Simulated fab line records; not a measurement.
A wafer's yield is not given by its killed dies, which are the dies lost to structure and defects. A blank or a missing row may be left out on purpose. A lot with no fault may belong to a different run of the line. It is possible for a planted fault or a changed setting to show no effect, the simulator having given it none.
Matching of chambers | flow n5_finfet | 4 sister chambers for N5_FIN_SAQP_SPACER2_ALD_28 on ald_sin-04
The step deposits SiO2, target thk 8.1 nm, pulse time 1 s, purge time 2 s. 4 wafers are shown with their chamber, then 7 later ones without.

## WAFERS, EACH WITH ITS CHAMBER
wafer  | chamber | heater_power_w (W)
L083.3 | 2       | 418
L083.4 | 1       | 435
L091.4 | 3       | 498
L091.5 | 0       | 457

## WAFERS WHOSE CHAMBER IS MISSING
wafer  | heater_power_w (W)
L091.6 | 423
L092.1 | 489
L092.3 | 422
L092.4 | 461
L093.1 | 453
L093.2 | 496
L093.5 | 490

## EACH ONE'S CHAMBER
wafer  | from the rows above     | in truth
L091.6 | can't be placed: 2 or 1 | 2
L092.1 | 3                       | 3
L092.3 | can't be placed: 2 or 1 | 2
L092.4 | 0                       | 0
L093.1 | 0                       | 0
L093.2 | 3                       | 3
L093.5 | 3                       | 3
Correctly placed: 5 of 7. From these rows, 2 cannot be placed; in 2 the true chamber is one of the candidates. Placed wrongly: 0.
How it was worked out, from the rows above alone: a wafer's distance from a chamber is the root of the sum, over the readings, of the square of ((its reading less the chamber's mean) divided by the reading's scatter). If the next closest chamber is less than 2 further off than the closest, the wafer can't be placed; otherwise it belongs to the closest. A chamber's mean is the mean of its shown wafers. The scatter: with one shown wafer a chamber, the root of the mean of the squares of how far each hidden wafer lies from its nearest shown one.
